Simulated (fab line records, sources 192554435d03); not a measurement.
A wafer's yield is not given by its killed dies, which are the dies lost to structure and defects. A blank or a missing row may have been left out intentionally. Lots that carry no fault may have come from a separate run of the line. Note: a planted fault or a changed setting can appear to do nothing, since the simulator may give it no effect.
A struck lot beside a sound one | flow n5-finfet | 16 steps out of a route of 1938
Sound: the wafers L771.2, L771.5, L771.6. Wafers struck: L766.2, L766.3, L766.5. Last of all comes the cause.
Order at every step that has rows: each side's tool, ch and its chambers, its first start. Under that, the readings that differ: sound wafers | struck wafers | difference of the means | sigmas: that difference in standard deviations of wafers without a fault.
alike: a reading whose means differ by less than 2 such deviations, as well as words and numbers matching on both sides. not compared: withheld readings; readings where some wafer has no value; bounds like >300 that might hide an equal value; numbers whose values overlap and for which the record gives no deviation.
The two part at a step that has a row with sigmas, a row that says differs or no value, or rows on one side only. Non-overlapping numbers with no deviation appear without sigmas and do not part them. A reading that every wafer of one side lacks parts them only if that side has two wafers or more.

N5_BEOL_M2_STRIP_97: strips in N2/H2, time 10 s.
  sound: rie-diel-01 ch 1,3; struck: rie-diel-05 ch 0,1,3
  alike: drypump-motor-current-A, oes-product-au, rf-vpp-V, showerhead-plenum-p-Torr, throttle-valve-pct
  not compared: rf-hours-counter-h
N5_BEOL_M2_OCD_MEAS_38:
  sound on ocd-01 at day 11 10:46; struck on ocd-01 at day 10 14:08
  alike: trench-depth-nm
then, 4 steps without rows for these wafers: N5_BEOL_M2_HM_STRIP_39 (strips TiN in peroxide tin strip, target depth 25 nm, time 158 s); N5_BEOL_M2_SRD_40 (time 30 s); N5_BEOL_M2_PRECLEAN_42 (cleans in residue remover, time 60 s); N5_BEOL_M2_SRD_43 (time 30 s).
N5_BEOL_M2_CD_MEAS_35: target cd 18 nm, target cd y 22.2 nm.
  sound on cd-sem-01 at day 11 10:55; struck on cd-sem-01 at day 10 14:18
  alike: cd-nm
N5_BEOL_M2_DEGAS_44: time 60 s.
  sound on pvd-sputter-02 at day 11 11:21; struck on pvd-sputter-02 at day 10 14:31
  alike: heater-power-w
then, 1 step without rows for these wafers: N5_BEOL_M2_PRE_CLEAN_45 (time 30 s).
N5_BEOL_M2_ALD_84: deposits TaN, pulse time 2 s, purge time 3 s, co reactant purge time 2 s.
  sound on ald-metal-02 ch 0,1,2, day 11 11:31; struck on ald-metal-02 ch 0,2, day 10 14:37
  alike: heater-power-w, precursor-vessel-pressure-torr
N5_BEOL_M2_SURFACE_TREAT_85:
  sound on pvd-sputter-01 at day 11 12:01; struck on pvd-sputter-01 at day 10 14:50
  not compared: throttle-valve-pct
then, 1 step without rows for these wafers: N5_BEOL_M2_CVD_47 (deposits Co from CCTBA/H2, target thk 3 nm, time 223.8 s).
N5_BEOL_M2_SPUTTER_48: material Cu, target thk 4.5 nm, time 8.29 s.
  sound on pvd-sputter-01 at day 11 12:54; struck on pvd-sputter-01 at day 10 15:07
  no value came back on the struck wafers for chamber-pressure-pa (Pa), chuck-gas-flow-sccm (sccm), throttle-valve-pct (%); on the sound wafers chamber-pressure-pa (Pa) reads 0.07007 0.06997 0.07003
N5_BEOL_M2_ANNEAL_49: time 240 s.
  sound on pvd-sputter-01 at day 11 12:59; struck on pvd-sputter-01 at day 10 15:12
  alike: heater-power-w
N5_BEOL_M4_RC_MEAS_101:
  sound on prober-01 ch 0, day 12 11:35; struck on prober-01 ch 0, day 11 20:44
  alike: DIBL_N, DIBL_P, IOFF_N, IOFF_P, ION_N, ION_P, SS_N, SS_P, VT_N, VT_P
-- a jump in the record: the struck wafers' starts before and after are 4 days apart (it breaks off in module BEOL_M4 and resumes in module PASSIVATION, where the first step shown is number 1936 of the route) --
N5_PASSIVATION_PROBE_49:
  rows exist in the record for the struck wafers here (prober-01, day 16 05:00), but not for the sound ones

## WHERE THEY PART
First at N5_BEOL_M2_SPUTTER_48; last, within this record, at N5_PASSIVATION_PROBE_49.

WHY: what the simulator had put in
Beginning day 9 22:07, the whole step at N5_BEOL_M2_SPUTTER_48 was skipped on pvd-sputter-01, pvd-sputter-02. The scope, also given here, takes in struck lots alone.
